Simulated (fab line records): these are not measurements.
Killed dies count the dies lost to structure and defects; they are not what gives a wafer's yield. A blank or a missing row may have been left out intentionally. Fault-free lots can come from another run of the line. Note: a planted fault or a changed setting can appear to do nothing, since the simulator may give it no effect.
Chamber matching -- flow n5Finfet -- N5_BEOL_M15_DESCUM_33 on rieDiel-01: 4 sister chambers
The step chemistry O2, time 7.9 s. 30 wafers are shown with their chamber, then 12 later ones without.

== EACH WAFER AND ITS CHAMBER ==
wafer,chamber,drypumpMotorCurrentA (A),showerheadPlenumPTorr (Torr),throttleValvePct (%)
L077.2,1,5.8,2.15,20.54
L077.3,2,5.8,2.22,20.29
L077.4,3,5.8,2.10,20.45
L079.2,0,6.3,2.10,20.59
L079.3,1,5.8,2.15,20.56
L079.5,0,6.3,2.10,20.60
L082.1,3,5.8,2.10,20.44
L082.3,0,6.3,2.10,20.59
L082.6,2,5.9,2.21,20.31
L083.1,0,6.3,2.09,20.60
L083.2,3,5.8,2.10,20.44
L083.3,2,5.8,2.21,20.31
L084.3,2,5.8,2.21,20.30
L084.4,3,5.8,2.10,20.47
L084.6,3,5.8,2.10,20.46
L085.3,2,5.8,2.21,20.30
L085.5,2,5.8,2.21,20.32
L085.6,1,5.8,2.15,20.55
L087.1,2,5.8,2.21,20.31
L087.4,3,5.8,2.10,20.47
L087.5,2,5.8,2.21,20.32
L086.1,3,5.8,2.09,20.47
L086.4,1,5.8,2.15,20.58
L086.5,1,5.8,2.15,20.57
L089.2,1,5.8,2.14,20.59
L089.3,3,5.9,2.09,20.47
L089.5,1,5.8,2.14,20.57
L090.1,2,5.8,2.20,20.34
L090.3,0,6.3,2.09,20.63
L090.6,2,5.8,2.20,20.34

SIGNATURES, as means of the wafers listed above
reading,chamber 0,chamber 1,chamber 2,chamber 3,scatter within a chamber
drypumpMotorCurrentA,6.300,5.800,5.810,5.812,0.0261
showerheadPlenumPTorr,2.0960,2.1471,2.2090,2.0975,0.0052
throttleValvePct,20.6020,20.5657,20.3140,20.4587,0.0159
Rule: a wafer lies at a distance from a chamber equal to the root of the sum of squares, over the readings, of (its reading less the chamber's mean, divided by the reading's scatter). The wafer belongs to the nearest chamber; if the next one is less than 2 further off, it can't be placed. How the scatter is found: for the shown wafers, subtract from each reading the mean of its chamber, square and add these, divide the total by (wafers less chambers), then take the root.

== WAFERS MISSING THEIR CHAMBER ==
wafer,drypumpMotorCurrentA (A),showerheadPlenumPTorr (Torr),throttleValvePct (%)
L088.3,5.9,2.21,20.35
L088.5,5.8,2.09,20.49
L088.6,5.9,2.20,20.34
L094.3,5.8,2.14,20.61
L094.5,5.8,2.20,20.33
L094.6,5.8,2.14,20.61
L095.2,5.9,2.09,20.48
L095.4,5.8,2.14,20.62
L095.5,6.3,2.09,20.64
L097.1,5.8,2.09,20.47
L097.3,5.8,2.20,20.34
L097.4,5.8,2.14,20.60

== EACH ONE'S CHAMBER ==
wafer,from the rows above,in truth
L088.3,2,2
L088.5,3,3
L088.6,2,2
L094.3,1,1
L094.5,2,2
L094.6,1,1
L095.2,3,3
L095.4,1,1
L095.5,0,0
L097.1,3,3
L097.3,2,2
L097.4,1,1
Correct placement for 12 of the 12. Not placeable from these rows: 0. Number placed wrongly: 0.
